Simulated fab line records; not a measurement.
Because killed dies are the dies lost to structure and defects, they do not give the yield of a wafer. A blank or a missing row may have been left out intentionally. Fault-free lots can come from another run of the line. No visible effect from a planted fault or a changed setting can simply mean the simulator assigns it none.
fab line records	flow nand-harc
record lots=24	wafers=72	last-day=25
route steps=1159 shown P_CONTACT@219 P_M0@273 P_M1@297
lots that met no fault: taken from a fault-free run of the same line
start-h: hours from the record's first day to the start of the lot's first wafer shown	wait-h: time in hours since the lot's previous step	" same as the row above	L1.1+2: a row that stands for several wafers	- no value, or no start given	* or withheld: withheld	< > ~ a bound
route shown NAME@n: a module of which the file shows steps, and the number in the route of the first	usual: average and standard deviation across the fault-free wafers	same: alike in all rows	chamber/n: place in a boat	sites: the reading at each site	_std_site: standard deviation across them	_edge_site: inner sites' mean taken away from outer sites' mean	radius-mm: how far each site lies from the wafer's centre	mask NAME#n: copy n	behind: the most recent tool/chamber to have shaped the wafer	hold: why the lot went on hold/how many hours it stayed there/how the hold came to an end	device: transistor that didn't switch, given as n, p or np	end of line: at the end of the route, the tests of the same wafers	a step with no rows: only its recipe	killed: the dies lost at the first sort to structure and to defects; this is not the yield of the wafer	map: per-die view of a wafer (x killed, . not killed, _ where there is no die)
set.NAME: the setting the step ran with; set.NAME@STEP: the setting that earlier step ran with	model.NAME: the simulator's own value behind a step, which no gauge read
one table for each step of the route and one row for each wafer, over a sample of lots
services: from which hour (start-h, from the record's first day; less than 0 if before it) a tool's chamber was out of use, for how many hours, and why
## steps
# step NHARC_P_CONTACT_CMP_01
# recipe target-thk-nm=200	material=SiO2
# usual motor-current-A=12.1/1.7
lot.wafer	tool	chamber	start-h	wait-h	motor-current-A
L074.1	cmp-03	1	103.92	-	11.7
L074.3	"	3	"	"	11.5
L074.4	"	0	"	"	12.0
L075.1	cmp-02	1	115.51	-	12.9
L075.4	"	3	"	"	17.8
L075.5	"	2	"	"	11.4
L076.3	cmp-02	3	121.61	-	16.2
L076.2	"	2	"	"	11.7
L076.5	"	3	"	"	16.4
L078.1	cmp-03	1	129.01	-	12.4
L078.6	"	2	"	"	10.8
L078.5	"	3	"	"	11.3
L077.1	cmp-04	0	129.62	-	11.2
L077.2	"	1	"	"	10.9
L077.3	"	2	"	"	10.6
L079.3	cmp-02	0	142.77	-	11.2
L079.2	"	1	"	"	13.3
L079.1	"	2	"	"	11.6
L080.3	cmp-03	0	145.50	-	12.3
L080.4	"	1	"	"	12.2
L080.6	"	1	"	"	11.7
L082.4	cmp-04	2	156.24	-	10.8
L082.1	"	3	"	"	9.5
L082.6	"	3	"	"	10.3
L081.2	cmp-02	3	156.33	-	16.7
L081.5	"	0	"	"	11.4
L081.6	"	1	"	"	12.7
L083.1	cmp-04	0	164.24	-	11.5
L083.3	"	1	"	"	10.1
L083.6	"	0	"	"	11.9
L084.4	cmp-02	1	173.72	-	13.1
L084.2	"	3	"	"	16.6
L084.3	"	0	"	"	11.3
L087.4	cmp-03	0	184.60	-	11.8
L087.2	"	1	"	"	12.1
L087.5	"	3	"	"	11.1
L088.2	cmp-02	3	185.00	-	17.2
L088.4	"	0	"	"	11.0
L088.5	"	0	"	"	11.2
L086.4	cmp-02	2	185.52	-	12.0
L086.3	"	3	"	"	16.5
L086.5	"	2	"	"	12.2
L085.3	cmp-04	2	190.78	-	10.4
L085.5	"	0	"	"	12.5
L085.6	"	1	"	"	10.1
L090.4	cmp-03	3	201.39	-	11.0
L090.3	"	0	"	"	11.9
L090.5	"	3	"	"	11.1
L089.1	cmp-03	3	202.30	-	11.7
L089.5	"	1	"	"	12.0
L089.6	"	2	"	"	11.3
L091.2	cmp-04	0	211.35	-	12.3
L091.5	"	1	"	"	10.5
L091.6	"	2	"	"	10.8
L092.1	cmp-02	2	211.80	-	12.4
L092.6	"	0	"	"	11.2
L092.5	"	1	"	"	13.4
L094.1	cmp-03	0	220.76	-	11.3
L094.4	"	1	"	"	12.1
L094.6	"	1	"	"	12.7
L093.3	cmp-02	2	221.07	-	11.9
L093.2	"	3	"	"	16.3
L093.6	"	1	"	"	12.9
L095.3	cmp-03	3	236.71	-	10.8
L095.6	"	2	"	"	11.3
L095.5	"	3	"	"	10.9
L096.2	cmp-02	1	237.53	-	12.9
L096.4	"	2	"	"	11.1
L096.1	"	3	"	"	15.8
L097.2	cmp-03	0	252.10	-	11.8
L097.3	"	1	"	"	12.5
L097.4	"	3	"	"	10.8
# step NHARC_P_CONTACT_INSPECT_27
# usual raw-defect-count=305/170
lot.wafer	tool	chamber	start-h	wait-h	raw-defect-count
L074.1	defect-inspect-01	-	108.19	0.1	459
L074.3	"	-	"	"	291
L074.4	"	-	"	"	393
L075.1	defect-inspect-01	-	123.08	0.1	385
L075.4	"	-	"	"	327
L075.5	"	-	"	"	355
L076.2	defect-inspect-02	-	126.39	0.1	287
L076.3	"	-	"	"	259
L076.5	"	-	"	"	279
L078.1	defect-inspect-02	-	138.43	0.1	347
L078.5	"	-	"	"	268
L078.6	"	-	"	"	275
L077.1	defect-inspect-01	-	138.97	0.1	350
L077.2	"	-	"	"	188
L077.3	"	-	"	"	378
L079.1	defect-inspect-02	-	147.19	0.1	726
L079.2	"	-	"	"	1339
L079.3	"	-	"	"	832
L080.3	defect-inspect-01	-	159.25	0.1	253
L080.4	"	-	"	"	295
L080.6	"	-	"	"	209
L081.2	defect-inspect-01	-	163.75	0.1	315
L081.5	"	-	"	"	401
L081.6	"	-	"	"	202
L082.1	defect-inspect-02	-	164.29	0.1	189
L082.4	"	-	"	"	217
L082.6	"	-	"	"	168
L083.1	defect-inspect-02	-	174.80	0.1	256
L083.3	"	-	"	"	272
L083.6	"	-	"	"	308
L084.2	defect-inspect-01	-	177.69	0.1	94
L084.3	"	-	"	"	165
L084.4	"	-	"	"	130
L087.2	defect-inspect-02	-	188.81	0.1	281
L087.4	"	-	"	"	421
L087.5	"	-	"	"	596
L088.2	defect-inspect-02	-	189.31	0.1	193
L088.4	"	-	"	"	223
L088.5	"	-	"	"	192
L086.3	defect-inspect-02	-	189.85	0.1	282
L086.4	"	-	"	"	320
L086.5	"	-	"	"	493
L085.3	defect-inspect-01	-	197.92	0.1	373
L085.5	"	-	"	"	147
L085.6	"	-	"	"	239
L090.3	defect-inspect-01	-	210.21	0.1	404
L090.4	"	-	"	"	314
L090.5	"	-	"	"	260
L089.1	defect-inspect-01	-	210.75	0.1	198
L089.5	"	-	"	"	189
L089.6	"	-	"	"	212
L091.2	defect-inspect-01	-	220.29	0.1	229
L091.5	"	-	"	"	254
L091.6	"	-	"	"	451
L092.1	defect-inspect-02	-	220.84	0.1	204
L092.5	"	-	"	"	268
L092.6	"	-	"	"	181
L094.1	defect-inspect-02	-	224.87	0.1	183
L094.4	"	-	"	"	261
L094.6	"	-	"	"	196
L093.2	defect-inspect-02	-	225.26	0.1	211
L093.3	"	-	"	"	374
L093.6	"	-	"	"	325
L095.3	defect-inspect-02	-	240.77	0.1	283
L095.5	"	-	"	"	242
L095.6	"	-	"	"	261
L096.1	defect-inspect-01	-	241.62	0.1	214
L096.2	"	-	"	"	226
L096.4	"	-	"	"	165
L097.2	defect-inspect-02	-	256.22	0.1	345
L097.3	"	-	"	"	353
L097.4	"	-	"	"	344
# step NHARC_P_M0_PRE_CLEAN_29
# recipe time-s=30	temp-c=280	gas=H2/He
# usual heater-power-w=421/27
lot.wafer	tool	chamber	start-h	wait-h	heater-power-w
L074.3	pvd-sputter-02	-	-	-	400
L074.4	"	-	"	"	404
L074.1	"	-	"	"	431
L075.4	pvd-sputter-03	-	-	-	408
L075.1	"	-	"	"	418
L075.5	"	-	"	"	398
L076.2	pvd-sputter-02	-	-	-	411
L076.3	"	-	"	"	424
L076.5	"	-	"	"	407
L078.1	pvd-sputter-02	-	-	-	436
L078.6	"	-	"	"	450
L078.5	"	-	"	"	412
L077.2	pvd-sputter-01	-	-	-	445
L077.1	"	-	"	"	443
L077.3	"	-	"	"	368
L079.3	pvd-sputter-02	-	-	-	449
L079.2	"	-	"	"	413
L079.1	"	-	"	"	408
L080.3	pvd-sputter-03	-	-	-	397
L080.4	"	-	"	"	383
L080.6	"	-	"	"	391
L081.2	pvd-sputter-02	-	-	-	407
L081.5	"	-	"	"	450
L081.6	"	-	"	"	408
L082.1	pvd-sputter-02	-	-	-	404
L082.4	"	-	"	"	456
L082.6	"	-	"	"	407
L083.1	pvd-sputter-01	-	-	-	431
L083.3	"	-	"	"	379
L083.6	"	-	"	"	434
L084.2	pvd-sputter-01	-	-	-	426
L084.4	"	-	"	"	417
L084.3	"	-	"	"	475
L087.4	pvd-sputter-03	-	-	-	401
L087.2	"	-	"	"	392
L087.5	"	-	"	"	398
L088.4	pvd-sputter-01	-	-	-	437
L088.2	"	-	"	"	431
L088.5	"	-	"	"	435
L086.3	pvd-sputter-02	-	-	-	444
L086.4	"	-	"	"	398
L086.5	"	-	"	"	401
L085.3	pvd-sputter-02	-	-	-	400
L085.5	"	-	"	"	403
L085.6	"	-	"	"	430
L090.4	pvd-sputter-01	-	-	-	477
L090.3	"	-	"	"	430
L090.5	"	-	"	"	433
L089.1	pvd-sputter-02	-	-	-	431
L089.6	"	-	"	"	395
L089.5	"	-	"	"	444
L091.2	pvd-sputter-01	-	-	-	472
L091.5	"	-	"	"	426
L091.6	"	-	"	"	379
L092.1	pvd-sputter-01	-	-	-	371
L092.6	"	-	"	"	471
L092.5	"	-	"	"	435
L094.1	pvd-sputter-01	-	-	-	422
L094.4	"	-	"	"	487
L094.6	"	-	"	"	439
L093.3	pvd-sputter-03	-	-	-	403
L093.2	"	-	"	"	415
L093.6	"	-	"	"	395
L095.3	pvd-sputter-01	-	-	-	430
L095.6	"	-	"	"	421
L095.5	"	-	"	"	376
L096.1	pvd-sputter-02	-	-	-	432
L096.2	"	-	"	"	399
L096.4	"	-	"	"	427
L097.4	pvd-sputter-03	-	-	-	392
L097.3	"	-	"	"	386
L097.2	"	-	"	"	399
# step NHARC_P_M0_PRE_CLEAN_31
# recipe time-s=12	temp-c=370	rf-power-w=300	gas=NH3
# usual heater-power-w=615/72	rf-fwd-power-W=292.5/0.85
lot.wafer	tool	chamber	start-h	wait-h	heater-power-w	rf-fwd-power-W
L074.3	pecvd-01	0	112.04	0.1	624	292.7
L074.1	"	1	"	"	610	292.4
L074.4	"	0	"	"	636	292.5
L075.1	pecvd-04	2	128.05	0.1	531	293.6
L075.5	"	0	"	"	692	293.3
L075.4	"	2	"	"	542	292.9
L076.3	pecvd-04	1	130.10	0.1	753	293.3
L076.2	"	2	"	"	614	291.9
L076.5	"	0	"	"	726	292.3
L078.1	pecvd-04	2	141.98	0.1	601	292.6
L078.5	"	0	"	"	587	292.3
L078.6	"	1	"	"	737	294.0
L077.2	pecvd-01	2	142.67	0.1	532	292.3
L077.1	"	0	"	"	693	291.2
L077.3	"	1	"	"	633	291.9
L079.3	pecvd-01	2	150.70	0.1	490	293.6
L079.2	"	0	"	"	685	292.2
L079.1	"	1	"	"	668	293.0
L080.3	pecvd-01	0	162.80	0.1	651	292.4
L080.4	"	0	"	"	669	290.9
L080.6	"	1	"	"	619	294.1
L081.2	pecvd-01	2	167.74	0.1	544	293.4
L081.5	"	2	"	"	516	292.6
L081.6	"	0	"	"	725	291.3
L082.1	pecvd-01	1	168.36	0.1	576	293.1
L082.6	"	0	"	"	715	292.1
L082.4	"	1	"	"	588	293.3
L083.1	pecvd-01	2	178.43	0.1	513	292.4
L083.3	"	1	"	"	612	292.2
L083.6	"	0	"	"	614	292.4
L084.2	pecvd-04	1	181.36	0.1	675	292.4
L084.3	"	2	"	"	608	291.9
L084.4	"	2	"	"	623	292.5
L087.2	pecvd-02	1	192.43	0.1	611	291.4
L087.5	"	2	"	"	588	291.4
L087.4	"	1	"	"	614	292.4
L088.2	pecvd-01	2	192.95	0.1	480	293.2
L088.5	"	1	"	"	645	293.5
L088.4	"	2	"	"	462	292.5
L086.3	pecvd-01	0	193.44	0.1	717	293.4
L086.4	"	2	"	"	522	293.3
L086.5	"	0	"	"	692	292.5
L085.3	pecvd-02	0	202.05	0.4	552	292.6
L085.5	"	2	"	"	566	292.4
L085.6	"	1	"	"	670	293.1
L090.3	pecvd-04	2	213.89	0.1	579	293.4
L090.5	"	0	"	"	667	292.1
L090.4	"	1	"	"	736	292.8
L089.1	pecvd-01	1	214.74	0.1	590	293.0
L089.6	"	2	"	"	541	292.6
L089.5	"	0	"	"	684	292.4
L091.2	pecvd-04	1	223.98	0.1	663	292.7
L091.5	"	1	"	"	649	292.6
L091.6	"	0	"	"	668	293.0
L092.1	pecvd-04	2	224.67	0.1	591	290.3
L092.5	"	0	"	"	673	291.9
L092.6	"	1	"	"	655	293.4
L094.1	pecvd-02	0	228.37	0.1	590	292.2
L094.6	"	1	"	"	679	293.2
L094.4	"	2	"	"	510	292.2
L093.2	pecvd-04	1	229.02	0.1	656	293.3
L093.3	"	2	"	"	515	291.6
L093.6	"	2	"	"	514	292.8
L095.3	pecvd-04	2	244.44	0.1	539	292.5
L095.5	"	1	"	"	690	291.1
L095.6	"	2	"	"	551	291.8
L096.2	pecvd-02	0	245.38	0.1	576	291.0
L096.1	"	1	"	"	643	292.1
L096.4	"	0	"	"	576	292.1
L097.3	pecvd-04	2	259.87	0.1	540	292.2
L097.2	"	0	"	"	690	290.4
L097.4	"	2	"	"	546	291.9
# step NHARC_P_M0_DEP_32
# recipe target-thk-a=300	temp-c=370	target-thk-nm=30	pressure-torr=3	flow-sccm=200	rf-w=450	material=SiCN
# usual heater-power-w=568/71	rf-fwd-power-W=449.0/1.3	showerhead-vpp-V=1343/58
lot.wafer	tool	chamber	start-h	wait-h	heater-power-w	rf-fwd-power-W	showerhead-vpp-V
L074.3	pecvd-01	0	112.12	0.1	673	449.8	1398
L074.1	"	1	"	"	607	451.2	1342
L074.4	"	0	"	"	679	447.7	1390
L075.1	pecvd-04	2	128.19	0.1	494	447.5	1281
L075.5	"	0	"	"	583	448.5	1441
L075.4	"	2	"	"	496	448.5	1282
L076.3	pecvd-04	1	130.17	0.1	593	448.7	1306
L076.2	"	2	"	"	508	448.1	1286
L076.5	"	0	"	"	647	450.6	1416
L078.1	pecvd-04	2	142.06	0.1	489	449.0	1277
L078.5	"	0	"	"	542	450.5	1467
L078.6	"	1	"	"	652	449.7	1313
L077.2	pecvd-01	2	142.75	0.1	467	449.6	1378
L077.1	"	0	"	"	614	449.6	1400
L077.3	"	1	"	"	599	448.6	1340
L079.3	pecvd-01	2	150.78	0.1	390	449.4	1347
L079.2	"	0	"	"	577	449.6	1395
L079.1	"	1	"	"	624	449.5	1357
L080.3	pecvd-01	0	162.91	0.1	625	450.6	1376
L080.4	"	0	"	"	637	448.9	1382
L080.6	"	1	"	"	602	448.1	1335
L081.2	pecvd-01	2	167.85	0.1	461	446.4	1367
L081.5	"	2	"	"	481	448.1	1338
L081.6	"	0	"	"	553	449.7	1377
L082.1	pecvd-01	1	168.50	0.1	593	452.4	1339
L082.6	"	0	"	"	611	449.3	1377
L082.4	"	1	"	"	586	450.7	1340
L083.1	pecvd-01	2	178.51	0.1	489	451.0	1338
L083.3	"	1	"	"	577	449.4	1354
L083.6	"	0	"	"	689	451.3	1370
L084.2	pecvd-04	1	181.44	0.1	654	446.9	1312
L084.3	"	2	"	"	537	448.7	1268
L084.4	"	2	"	"	540	450.1	1279
L087.2	pecvd-02	1	192.57	0.1	594	449.2	1260
L087.5	"	2	"	"	505	448.5	1238
L087.4	"	1	"	"	611	448.4	1282
L088.2	pecvd-01	2	193.06	0.1	434	448.2	1360
L088.5	"	1	"	"	622	446.8	1325
L088.4	"	2	"	"	439	446.2	1327
L086.3	pecvd-01	0	193.55	0.1	670	447.7	1392
L086.4	"	2	"	"	468	446.8	1343
L086.5	"	0	"	"	663	450.2	1389
L085.3	pecvd-02	0	202.16	0.1	555	447.1	1442
L085.5	"	2	"	"	544	449.3	1233
L085.6	"	1	"	"	514	449.0	1277
L090.3	pecvd-04	2	213.97	0.1	492	450.5	1292
L090.5	"	0	"	"	628	448.8	1430
L090.4	"	1	"	"	575	449.4	1323
L089.1	pecvd-01	1	214.88	0.1	563	450.3	1335
L089.6	"	2	"	"	420	449.1	1388
L089.5	"	0	"	"	603	446.7	1364
L091.2	pecvd-04	1	224.06	0.1	641	447.6	1330
L091.5	"	1	"	"	660	447.6	1323
L091.6	"	0	"	"	649	449.2	1440
L092.1	pecvd-04	2	224.75	0.1	514	450.0	1275
L092.5	"	0	"	"	642	449.4	1451
L092.6	"	1	"	"	609	450.5	1330
L094.1	pecvd-02	0	228.44	0.1	529	449.1	1412
L094.6	"	1	"	"	612	452.6	1295
L094.4	"	2	"	"	540	446.4	1231
L093.2	pecvd-04	1	229.10	0.1	675	448.9	1300
L093.3	"	2	"	"	534	449.4	1275
L093.6	"	2	"	"	538	450.0	1273
L095.3	pecvd-04	2	244.57	0.1	551	447.9	1279
L095.5	"	1	"	"	649	450.5	1324
L095.6	"	2	"	"	549	450.4	1292
L096.2	pecvd-02	0	245.45	0.1	476	448.8	1392
L096.1	"	1	"	"	586	449.5	1270
L096.4	"	0	"	"	468	446.3	1401
L097.3	pecvd-04	2	259.95	0.1	545	448.2	1276
L097.2	"	0	"	"	575	448.2	1447
L097.4	"	2	"	"	545	449.0	1289
# step NHARC_P_M1_INSPECT_11
# usual raw-defect-count=4.1/2.6
lot.wafer	tool	chamber	start-h	wait-h	raw-defect-count
L074.1	defect-inspect-02	-	113.61	0.0	7
L074.3	"	-	"	"	6
L074.4	"	-	"	"	13
L075.1	defect-inspect-02	-	129.45	0.0	7
L075.4	"	-	"	"	2
L075.5	"	-	"	"	3
L076.2	defect-inspect-02	-	131.55	0.0	3
L076.3	"	-	"	"	1
L076.5	"	-	"	"	7
L078.1	defect-inspect-02	-	143.44	0.0	3
L078.5	"	-	"	"	3
L078.6	"	-	"	"	8
L077.1	defect-inspect-02	-	143.98	0.0	1
L077.2	"	-	"	"	4
L077.3	"	-	"	"	5
L079.1	defect-inspect-01	-	152.19	0.0	2
L079.2	"	-	"	"	4
L079.3	"	-	"	"	3
L080.3	defect-inspect-01	-	164.38	0.0	15
L080.4	"	-	"	"	11
L080.6	"	-	"	"	13
L081.2	defect-inspect-02	-	169.33	0.0	3
L081.5	"	-	"	"	5
L081.6	"	-	"	"	4
L082.1	defect-inspect-02	-	169.82	0.1	5
L082.4	"	-	"	"	5
L082.6	"	-	"	"	6
L083.1	defect-inspect-02	-	179.92	0.0	4
L083.3	"	-	"	"	3
L083.6	"	-	"	"	5
L084.2	defect-inspect-02	-	182.80	0.0	1
L084.3	"	-	"	"	7
L084.4	"	-	"	"	10
L087.2	defect-inspect-01	-	193.86	0.0	2
L087.4	"	-	"	"	2
L087.5	"	-	"	"	8
L088.2	defect-inspect-02	-	194.39	0.0	4
L088.4	"	-	"	"	3
L088.5	"	-	"	"	1
L086.3	defect-inspect-01	-	194.89	0.0	3
L086.4	"	-	"	"	5
L086.5	"	-	"	"	7
L085.3	defect-inspect-02	-	203.65	0.0	0
L085.5	"	-	"	"	3
L085.6	"	-	"	"	5
L090.3	defect-inspect-01	-	215.22	0.0	4
L090.4	"	-	"	"	4
L090.5	"	-	"	"	3
L089.1	defect-inspect-01	-	216.16	0.0	5
L089.5	"	-	"	"	0
L089.6	"	-	"	"	2
L091.2	defect-inspect-01	-	225.31	0.0	8
L091.5	"	-	"	"	1
L091.6	"	-	"	"	3
L092.1	defect-inspect-01	-	225.97	0.0	1
L092.5	"	-	"	"	1
L092.6	"	-	"	"	0
L094.1	defect-inspect-02	-	229.81	0.0	7
L094.4	"	-	"	"	4
L094.6	"	-	"	"	7
L093.2	defect-inspect-02	-	230.47	0.0	2
L093.3	"	-	"	"	0
L093.6	"	-	"	"	3
L095.3	defect-inspect-02	-	245.73	0.0	2
L095.5	"	-	"	"	4
L095.6	"	-	"	"	1
L096.1	defect-inspect-01	-	246.70	0.0	3
L096.2	"	-	"	"	6
L096.4	"	-	"	"	3
L097.2	defect-inspect-02	-	261.47	0.0	2
L097.3	"	-	"	"	3
L097.4	"	-	"	"	0
## services
tool	chamber	start-h	hours	kind
cmp-04	-	80.44	0.2	repair
pecvd-01	1	83.66	18.2	repair
pecvd-02	2	93.41	6.2	repair
pecvd-02	-	97.76	32.9	repair
pecvd-04	-	121.78	1.6	repair
cmp-02	-	128.50	4.0	pm
pecvd-04	-	146.60	0.6	repair
pecvd-02	-	153.24	13.0	pm
pecvd-01	-	153.33	4.3	repair
cmp-03	-	156.00	4.0	pm
pvd-sputter-01	-	158.00	10.0	pm
cmp-02	-	174.05	0.3	repair
cmp-03	-	177.76	0.9	repair
pecvd-04	-	195.00	13.0	pm
cmp-02	-	197.48	1.5	repair
cmp-03	-	210.26	1.8	repair
cmp-02	-	211.97	0.4	repair
pecvd-04	-	218.25	0.7	repair
cmp-02	-	226.50	4.0	pm
pecvd-01	-	237.14	13.0	pm
pvd-sputter-01	-	247.25	2.6	repair
cmp-03	-	254.11	4.0	pm
cmp-02	-	257.86	0.4	repair
pecvd-02	0	259.88	4.5	repair
## key
fault none
